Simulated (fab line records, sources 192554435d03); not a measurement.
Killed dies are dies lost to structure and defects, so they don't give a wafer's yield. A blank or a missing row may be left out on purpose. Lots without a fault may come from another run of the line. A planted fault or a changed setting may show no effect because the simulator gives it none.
One fault seen from 3 desks | flow n5_finfet | each desk has only its own numbers; what lay behind them comes last

THE METROLOGY DESK
What the gauges read, lot by lot, whatever tool the lot ran on: means of the sampled wafers that have a number. A lot is out of limits, marked OUT, if its mean lies more than 4 standard deviations from the usual mean; the brackets give that distance. Of its 13 readings 7 are shown: the one that was out of limits first, and those that lie furthest out on some lot.
Columns: A = trench_depth_nm at N5_STI_FIN_REVEAL_FIN_H_MEAS_10, usual 51.8 nm; B = IOFF_N at N5_BEOL_M4_RC_MEAS_101, usual 0.15 nA/um; C = IOFF_N_85C at N5_BEOL_M4_RC_MEAS_101, usual 3.0 nA/um; D = IOFF_P at N5_BEOL_M4_RC_MEAS_101, usual 0.19 nA/um; E = IOFF_P_85C at N5_BEOL_M4_RC_MEAS_101, usual 3.4 nA/um; F = SS_N at N5_BEOL_M4_RC_MEAS_101, usual 71.5 mV/dec; G = SS_P at N5_BEOL_M4_RC_MEAS_101, usual 73.4 mV/dec
lot  | first seen here | A               | B               | C   | D               | E              | F               | G
L933 | day 2 20:52     | 52.6            | 0.12            | 2.5 | 0.15            | 2.8            | 71.6            | 73.0
L934 | day 3 03:55     | 51.1            | 0.14            | 2.8 | 0.17            | 3.0            | 71.3            | 72.9
L938 | day 4 01:00     | 49.8            | 0.26            | 4.6 | 0.35 (+5.0) OUT | 5.7 (+4.8) OUT | 74.3 (+4.3) OUT | 75.7
L941 | day 4 20:01     | 48.7 (-4.4) OUT | 0.28 (+4.2) OUT | 4.9 | 0.44 (+8.0) OUT | 6.8 (+7.2) OUT | 76.6 (+7.8) OUT | 78.2 (+7.6) OUT
L947 | day 6 07:08     | 50.3            | 0.17            | 3.2 | 0.19            | 3.4            | 71.8            | 73.6
L949 | day 6 19:07     | 52.2            | 0.16            | 3.2 | 0.20            | 3.5            | 71.4            | 73.7
L951 | day 7 07:14     | 51.3            | 0.18            | 3.3 | 0.21            | 3.7            | 72.0            | 73.4
L952 | day 7 13:31     | 52.0            | 0.14            | 2.9 | 0.19            | 3.3            | 71.9            | 73.8
L953 | day 7 19:55     | 52.2            | 0.17            | 3.4 | 0.22            | 3.9            | 72.2            | 73.8
L955 | day 8 09:40     | 52.4            | 0.14            | 2.7 | 0.20            | 3.4            | 71.2            | 73.6
This desk's finding: out of limits on L938, L941; first on L941, day 4 20:01 (trench_depth_nm at N5_STI_FIN_REVEAL_FIN_H_MEAS_10). In limits: L933, L934, L947, L949, L951, L952, L953, L955.

THE TOOL OWNER'S DESK: vapor_etch-01
The tool's own readings at N5_STI_FIN_REVEAL_RECESS_09 (chemistry HF/NH3, target SiO2, afs cycles 11, target depth 42.5 nm, sublimation time 60 s): means of the sampled wafers that have a number, for each lot that ran on this tool. A lot is out of limits, marked OUT, if its mean lies more than 4 standard deviations from the usual mean; the brackets give that distance.
Columns: A = drypump_motor_current_A at N5_STI_FIN_REVEAL_RECESS_09, usual 5.3 A
lot  | first seen here | A
L933 | day 2 18:10     | 5.2
L938 | day 3 22:17     | 5.4
L941 | day 4 17:43     | 5.1
L952 | day 7 10:47     | 5.2
L953 | day 7 17:12     | 5.0
L955 | day 8 06:57     | 5.2
This desk's finding: nothing out of limits on any of the 6 lots.

THE DEFECT DESK
What the inspections along the route counted, lot by lot: means of the sampled wafers that have a number. A lot is out of limits, marked OUT, if its mean lies more than 4 standard deviations from the usual mean; the brackets give that distance.
Columns: A = raw_defect_count at N5_FIN_CUT_INSPECT_17, usual 220; B = raw_defect_count at N5_STI_FIN_REVEAL_INSPECT_13, usual 11
lot  | first seen here | A   | B
L933 | day 2 10:41     | 239 | 9
L934 | day 2 18:07     | 168 | 14
L938 | day 3 16:10     | 167 | 22
L941 | day 4 10:48     | 186 | 13
L947 | day 5 22:32     | 285 | 8
L949 | day 6 10:19     | 249 | 17
L951 | day 6 22:29     | 175 | 15
L952 | day 7 04:52     | 143 | 15
L953 | day 7 11:15     | 278 | 9
L955 | day 8 01:02     | 241 | 18
This desk's finding: nothing out of limits on any of the 10 lots.

PUT TOGETHER
The metrology desk could have raised an alarm at day 4 20:01, on L938, L941.
The tool owner's desk saw nothing out of limits.
The defect desk saw nothing out of limits.
The tool owner's desk has L938, L941 on record, within its limits.
The defect desk has L938, L941 on record, within its limits.
Of the lots named, all ran N5_STI_FIN_REVEAL_RECESS_09 on vapor_etch-01.

WHAT THE SIMULATOR HAD PUT IN
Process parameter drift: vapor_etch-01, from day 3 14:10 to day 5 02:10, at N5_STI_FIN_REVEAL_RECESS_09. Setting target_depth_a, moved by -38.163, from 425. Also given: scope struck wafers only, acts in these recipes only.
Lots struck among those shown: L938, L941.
Hours from the fault's start to each desk's first reading out of limits: the metrology desk, 30.
